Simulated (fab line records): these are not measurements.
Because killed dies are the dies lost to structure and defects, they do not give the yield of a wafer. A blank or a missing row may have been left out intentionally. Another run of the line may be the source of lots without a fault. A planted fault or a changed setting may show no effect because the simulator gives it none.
Chamber matching / flow n5_finfet / ald_metal-02 running N5_BEOL_M6_ALD_77: 4 sister chambers
The step deposits TaN, target thk 2 nm, pulse time 2 s, purge time 3 s. 8 wafers are shown with their chamber, then 12 later ones without.

## WAFERS WITH THEIR CHAMBER
wafer=L075.5; chamber=3; heater_power_w (W)=435
wafer=L081.2; chamber=3; heater_power_w (W)=437
wafer=L083.3; chamber=2; heater_power_w (W)=488
wafer=L089.5; chamber=0; heater_power_w (W)=449
wafer=L089.6; chamber=1; heater_power_w (W)=497
wafer=L088.1; chamber=2; heater_power_w (W)=486
wafer=L088.2; chamber=1; heater_power_w (W)=486
wafer=L088.5; chamber=0; heater_power_w (W)=454

## WAFERS MISSING THEIR CHAMBER
wafer=L092.1; heater_power_w (W)=493
wafer=L092.4; heater_power_w (W)=453
wafer=L092.6; heater_power_w (W)=443
wafer=L094.3; heater_power_w (W)=456
wafer=L094.4; heater_power_w (W)=476
wafer=L094.6; heater_power_w (W)=488
wafer=L097.3; heater_power_w (W)=495
wafer=L097.4; heater_power_w (W)=428
wafer=L097.6; heater_power_w (W)=504
wafer=L096.1; heater_power_w (W)=488
wafer=L096.2; heater_power_w (W)=491
wafer=L096.4; heater_power_w (W)=427

## THE CHAMBER EACH PASSED THROUGH
wafer=L092.1; from the rows above=can't be placed: 1 or 2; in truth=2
wafer=L092.4; from the rows above=0; in truth=0
wafer=L092.6; from the rows above=can't be placed: 3 or 0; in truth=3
wafer=L094.3; from the rows above=0; in truth=0
wafer=L094.4; from the rows above=can't be placed: 2 or 1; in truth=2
wafer=L094.6; from the rows above=can't be placed: 2 or 1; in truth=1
wafer=L097.3; from the rows above=can't be placed: 1 or 2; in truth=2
wafer=L097.4; from the rows above=3; in truth=3
wafer=L097.6; from the rows above=can't be placed: 1 or 2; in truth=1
wafer=L096.1; from the rows above=can't be placed: 2 or 1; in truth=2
wafer=L096.2; from the rows above=can't be placed: 1 or 2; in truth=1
wafer=L096.4; from the rows above=3; in truth=3
4 of 12 placed correctly. Not placeable from these rows: 8 (in 8, the candidates include the true chamber). Placed wrongly: 0.
How it was worked out, from the rows above alone: a wafer's distance from a chamber is the root of the sum, over the readings, of the square of ((its reading less the chamber's mean) divided by the reading's scatter). If the next closest chamber is less than 2 further off than the closest, the wafer can't be placed; otherwise it belongs to the closest. A chamber's mean is the mean of its shown wafers. The scatter: the root of (the sum of the squares of (reading less its chamber's mean) over the shown wafers, divided by (wafers less chambers)).
